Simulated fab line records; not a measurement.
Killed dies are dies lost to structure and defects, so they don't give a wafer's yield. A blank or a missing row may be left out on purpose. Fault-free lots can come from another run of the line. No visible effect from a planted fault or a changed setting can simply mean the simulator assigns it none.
Chamber matching || flow n5_finfet || 4 sister chambers for N5_ZERO_LAYER_ETCH_17 on rie_diel-06
The step etches SiO2 in CF4, target depth 12 nm, time 13.3 s. 14 wafers are shown with their chamber, then 7 later ones without.

== WAFERS WITH THEIR CHAMBER ==
{"wafer": "L081.1", "chamber": 2, "showerhead_plenum_p_Torr (Torr)": 2.08, "throttle_valve_pct (%)": 15.65, "oes_product_au (a.u.)": 0.82}
{"wafer": "L081.3", "chamber": 3, "showerhead_plenum_p_Torr (Torr)": 2.18, "throttle_valve_pct (%)": 15.72, "oes_product_au (a.u.)": 0.89}
{"wafer": "L081.4", "chamber": 1, "showerhead_plenum_p_Torr (Torr)": 2.20, "throttle_valve_pct (%)": 15.78, "oes_product_au (a.u.)": 0.71}
{"wafer": "L082.3", "chamber": 1, "showerhead_plenum_p_Torr (Torr)": 2.20, "throttle_valve_pct (%)": 15.79, "oes_product_au (a.u.)": 0.69}
{"wafer": "L082.5", "chamber": 0, "showerhead_plenum_p_Torr (Torr)": 2.22, "throttle_valve_pct (%)": 15.97, "oes_product_au (a.u.)": 0.73}
{"wafer": "L082.6", "chamber": 3, "showerhead_plenum_p_Torr (Torr)": 2.18, "throttle_valve_pct (%)": 15.73, "oes_product_au (a.u.)": 0.89}
{"wafer": "L087.3", "chamber": 0, "showerhead_plenum_p_Torr (Torr)": 2.22, "throttle_valve_pct (%)": 15.99, "oes_product_au (a.u.)": 0.73}
{"wafer": "L087.4", "chamber": 2, "showerhead_plenum_p_Torr (Torr)": 2.07, "throttle_valve_pct (%)": 15.67, "oes_product_au (a.u.)": 0.80}
{"wafer": "L087.6", "chamber": 2, "showerhead_plenum_p_Torr (Torr)": 2.07, "throttle_valve_pct (%)": 15.69, "oes_product_au (a.u.)": 0.81}
{"wafer": "L088.3", "chamber": 3, "showerhead_plenum_p_Torr (Torr)": 2.18, "throttle_valve_pct (%)": 15.76, "oes_product_au (a.u.)": 0.87}
{"wafer": "L088.5", "chamber": 1, "showerhead_plenum_p_Torr (Torr)": 2.20, "throttle_valve_pct (%)": 15.79, "oes_product_au (a.u.)": 0.70}
{"wafer": "L088.6", "chamber": 0, "showerhead_plenum_p_Torr (Torr)": 2.22, "throttle_valve_pct (%)": 15.98, "oes_product_au (a.u.)": 0.73}
{"wafer": "L090.2", "chamber": 0, "showerhead_plenum_p_Torr (Torr)": 2.21, "throttle_valve_pct (%)": 16.01, "oes_product_au (a.u.)": 0.72}
{"wafer": "L090.4", "chamber": 3, "showerhead_plenum_p_Torr (Torr)": 2.18, "throttle_valve_pct (%)": 15.76, "oes_product_au (a.u.)": 0.86}

SIGNATURES, as means of the wafers listed above
{"reading": "showerhead_plenum_p_Torr", "chamber 0": 2.2175, "chamber 1": 2.2000, "chamber 2": 2.0733, "chamber 3": 2.1800, "scatter within a chamber": 0.00376}
{"reading": "throttle_valve_pct", "chamber 0": 15.9875, "chamber 1": 15.7867, "chamber 2": 15.6700, "chamber 3": 15.7425, "scatter within a chamber": 0.0174}
{"reading": "oes_product_au", "chamber 0": 0.7275, "chamber 1": 0.7000, "chamber 2": 0.8100, "chamber 3": 0.8775, "scatter within a chamber": 0.0107}
Rule: a wafer's distance from a chamber is the root of the sum, over the readings, of the square of ((its reading less the chamber's mean) divided by the reading's scatter). The wafer belongs to the nearest chamber; if the next one is less than 2 further off, it can't be placed. The scatter is the square root of a quotient: the sum, over the shown wafers, of each reading's squared deviation from its chamber's mean, divided by wafers minus chambers.

== WAFERS MISSING THEIR CHAMBER ==
{"wafer": "L090.5", "showerhead_plenum_p_Torr (Torr)": 2.07, "throttle_valve_pct (%)": 15.68, "oes_product_au (a.u.)": 0.80}
{"wafer": "L096.1", "showerhead_plenum_p_Torr (Torr)": 2.17, "throttle_valve_pct (%)": 15.78, "oes_product_au (a.u.)": 0.84}
{"wafer": "L096.3", "showerhead_plenum_p_Torr (Torr)": 2.19, "throttle_valve_pct (%)": 15.83, "oes_product_au (a.u.)": 0.69}
{"wafer": "L096.6", "showerhead_plenum_p_Torr (Torr)": 2.07, "throttle_valve_pct (%)": 15.69, "oes_product_au (a.u.)": 0.79}
{"wafer": "L097.1", "showerhead_plenum_p_Torr (Torr)": 2.07, "throttle_valve_pct (%)": 15.68, "oes_product_au (a.u.)": 0.79}
{"wafer": "L097.2", "showerhead_plenum_p_Torr (Torr)": 2.21, "throttle_valve_pct (%)": 16.00, "oes_product_au (a.u.)": 0.71}
{"wafer": "L097.6", "showerhead_plenum_p_Torr (Torr)": 2.19, "throttle_valve_pct (%)": 15.83, "oes_product_au (a.u.)": 0.68}

== WHICH CHAMBER EACH ONE RAN IN ==
{"wafer": "L090.5", "from the rows above": 2, "in truth": 2}
{"wafer": "L096.1", "from the rows above": 3, "in truth": 3}
{"wafer": "L096.3", "from the rows above": 1, "in truth": 1}
{"wafer": "L096.6", "from the rows above": 2, "in truth": 2}
{"wafer": "L097.1", "from the rows above": 2, "in truth": 2}
{"wafer": "L097.2", "from the rows above": 0, "in truth": 0}
{"wafer": "L097.6", "from the rows above": 1, "in truth": 1}
Correct placement for 7 of the 7. Number that these rows cannot place: 0. 0 placed wrongly.
